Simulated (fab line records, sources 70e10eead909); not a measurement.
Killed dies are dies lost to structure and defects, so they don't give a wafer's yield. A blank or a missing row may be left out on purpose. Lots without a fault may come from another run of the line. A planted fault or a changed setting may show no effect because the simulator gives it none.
Which tool did it? | flow nand_harc | 13 lots, 39 wafers sampled, at 4 steps of a route of 1302

WHAT THE GAUGES READ, wafer by wafer
NHARC_P_ZERO_WELL_CD_MEAS_52: target cd 2000 nm. Usual: cd_nm 2000.4 nm, standard deviation 1.4.
lot  | measured     | on        | cd_nm (nm)           | flag
L608 | day 2 11:55  | cd_sem-02 | 2001.5 1998.7 1999.9 |
L609 | day 2 21:44  | cd_sem-02 | 2002.0 1999.4 2000.4 |
L610 | day 3 07:38  | cd_sem-03 | 2000.5 2002.5 2000.2 |
L612 | day 4 03:47  | cd_sem-01 | 1999.4 2000.1 2000.6 |
L613 | day 4 13:29  | cd_sem-03 | 1999.2 2002.3 2001.2 |
L617 | day 6 05:46  | cd_sem-01 | 1960.8 1959.3 1959.3 | OFF
L624 | day 9 03:30  | cd_sem-02 | 1999.6 1998.5 2000.7 |
L625 | day 9 14:19  | cd_sem-03 | 2000.7 1997.6 1999.6 |
L626 | day 9 23:30  | cd_sem-01 | 2000.4 1999.5 2001.6 |
L627 | day 10 11:51 | cd_sem-03 | 2001.5 1999.8 2001.7 |
L628 | day 10 19:36 | cd_sem-02 | 2001.8 2002.3 2000.4 |
L629 | day 11 05:29 | cd_sem-03 | 1998.8 1997.7 1998.0 |
L630 | day 11 15:45 | cd_sem-03 | 1998.3 2001.5 2001.6 |

NHARC_P_ZERO_WELL_INSPECT_43. Usual: raw_defect_count 15, standard deviation 7.5.
lot  | measured     | on                | raw_defect_count | flag
L608 | day 2 13:43  | defect_inspect-02 | 8 19 13          |
L609 | day 2 23:43  | defect_inspect-02 | 13 16 18         |
L610 | day 3 09:26  | defect_inspect-02 | 23 26 13         |
L612 | day 4 05:35  | defect_inspect-02 | 13 7 12          |
L613 | day 4 15:17  | defect_inspect-01 | 11 16 9          |
L617 | day 6 07:37  | defect_inspect-01 | 10 7 19          |
L624 | day 9 05:18  | defect_inspect-02 | 24 16 31         |
L625 | day 9 16:09  | defect_inspect-02 | 21 25 31         |
L626 | day 10 01:18 | defect_inspect-01 | 17 6 13          |
L627 | day 10 13:45 | defect_inspect-01 | 15 16 12         |
L628 | day 10 21:31 | defect_inspect-01 | 11 17 8          |
L629 | day 11 07:18 | defect_inspect-01 | 10 13 21         |
L630 | day 11 17:34 | defect_inspect-02 | 29 13 11         |

WHICH TOOL RAN EACH LOT (tool, then ch and the chambers of the sampled wafers, then the start)
lot  | NHARC_P_ZERO_WELL_ETCH_62                     | NHARC_P_ZERO_WELL_EXPOSE_49
L608 | rie_diel-02 ch 0,1,3, day 2 11:46 or earlier  | krf_scanner-04 ch 0, day 2 11:46
L609 | rie_diel-06 ch 1,2,3, day 2 21:35 or earlier  | krf_scanner-02 ch 0, day 2 21:35
L610 | rie_diel-04 ch 0,3, day 3 07:29 or earlier    | krf_scanner-04 ch 0, day 3 07:29
L612 | rie_diel-02 ch 0,3, day 4 03:37 or earlier    | krf_scanner-03 ch 0, day 4 03:37
L613 | rie_diel-06 ch 0,1,3, day 4 13:20 or earlier  | krf_scanner-04 ch 0, day 4 13:20
L617 | rie_diel-04 ch 0,2,3, day 6 05:36 or earlier  | krf_scanner-04 ch 0, day 6 05:36
L624 | rie_diel-04 ch 0,2, day 9 03:21 or earlier    | krf_scanner-03 ch 0, day 9 03:21
L625 | rie_diel-06 ch 0,2, day 9 14:10 or earlier    | krf_scanner-04 ch 0, day 9 14:10
L626 | rie_diel-02 ch 1,2,3, day 9 23:20 or earlier  | krf_scanner-04 ch 0, day 9 23:20
L627 | rie_diel-06 ch 0,2,3, day 10 11:42 or earlier | krf_scanner-02 ch 0, day 10 11:42
L628 | rie_diel-02 ch 0,2,3, day 10 19:27 or earlier | krf_scanner-02 ch 0, day 10 19:27
L629 | rie_diel-04 ch 0,3, day 11 05:20 or earlier   | krf_scanner-04 ch 0, day 11 05:20
L630 | rie_diel-06 ch 2,3, day 11 15:35 or earlier   | krf_scanner-03 ch 0, day 11 15:35
- NHARC_P_ZERO_WELL_ETCH_62: etches the open film in CHF3/Ar, target depth 13 nm, time 6.5 s.
- NHARC_P_ZERO_WELL_EXPOSE_49: exposes mask P HVPW, target cd 2000 nm.

WHAT THE TOOLS THEMSELVES READ (means of the sampled wafers that have a number; where no wafer has one, the mark that the record gives instead)
NHARC_P_ZERO_WELL_ETCH_62. Usual: drypump_motor_current_A 5.90 A, standard deviation 0.29; oes_product_au 0.958 a.u., standard deviation 0.018; rf_vpp_V 369.4 V, standard deviation 2; showerhead_plenum_p_Torr 2.29 Torr, standard deviation 0.077; throttle_valve_pct 20.216 %, standard deviation 0.0082.
lot  | tool        | drypump_motor_current_A (A) | oes_product_au (a.u.) | rf_vpp_V (V) | showerhead_plenum_p_Torr (Torr) | throttle_valve_pct (%) | flag
L608 | rie_diel-02 | 5.94                        | 0.949                 | 369.5        | 2.26                            | 20.211                 |
L609 | rie_diel-06 | 6.00                        | 0.948                 | 370.3        | 2.32                            | 20.217                 |
L610 | rie_diel-04 | 5.78                        | 0.977                 | 367.8        | 2.24                            | 20.219                 |
L612 | rie_diel-02 | 6.00                        | 0.950                 | 368.2        | 2.24                            | 20.219                 |
L613 | rie_diel-06 | 5.64                        | 0.974                 | 370.3        | 2.34                            | 20.221                 |
L617 | rie_diel-04 | 5.97                        | 0.972                 | 368.9        | 2.24                            | 20.222                 |
L624 | rie_diel-04 | 5.81                        | 0.969                 | 369.5        | 2.24                            | 20.220                 |
L625 | rie_diel-06 | 5.88                        | 0.939                 | 369.5        | 2.31                            | 20.220                 |
L626 | rie_diel-02 | 5.99                        | 0.971                 | 368.7        | 2.29                            | 20.215                 |
L627 | rie_diel-06 | 5.73                        | 0.961                 | 369.1        | 2.28                            | 20.214                 |
L628 | rie_diel-02 | 6.02                        | 0.949                 | 368.7        | 2.28                            | 20.214                 |
L629 | rie_diel-04 | 5.81                        | 0.941                 | 368.3        | 2.22                            | 20.209                 |
L630 | rie_diel-06 | 6.07                        | 0.960                 | 368.7        | 2.24                            | 20.215                 |

THE ANSWER, worked out from the rows above alone
Rule: a lot is off if the mean of its wafers that have a number lies more than 3 standard deviations from the usual mean. A lot without any number at a reading at which 4 lots or more have one is off too. The other lots that the step has rows for count as sound. The gauges are gone through in route order, then the tools' own readings, and for those a lot's mean is taken as printed above. The first step at which some lot is off is used, and at that step the reading that is off furthest; a lot without a number counts as furthest.
Off: L617, at NHARC_P_ZERO_WELL_CD_MEAS_52 (cd_nm).
A tool fits if, at a process step before that reading, it ran every lot that is off, and no sound lot after the first of them. The gauges at NHARC_P_ZERO_WELL_CD_MEAS_52 are tried like those tools. NHARC_P_ZERO_WELL_ETCH_62 gives no start for some lots, so the hours and the order of its lots are those of NHARC_P_ZERO_WELL_EXPOSE_49. None of those tried fits.

WHAT THE SIMULATOR HAD PUT IN
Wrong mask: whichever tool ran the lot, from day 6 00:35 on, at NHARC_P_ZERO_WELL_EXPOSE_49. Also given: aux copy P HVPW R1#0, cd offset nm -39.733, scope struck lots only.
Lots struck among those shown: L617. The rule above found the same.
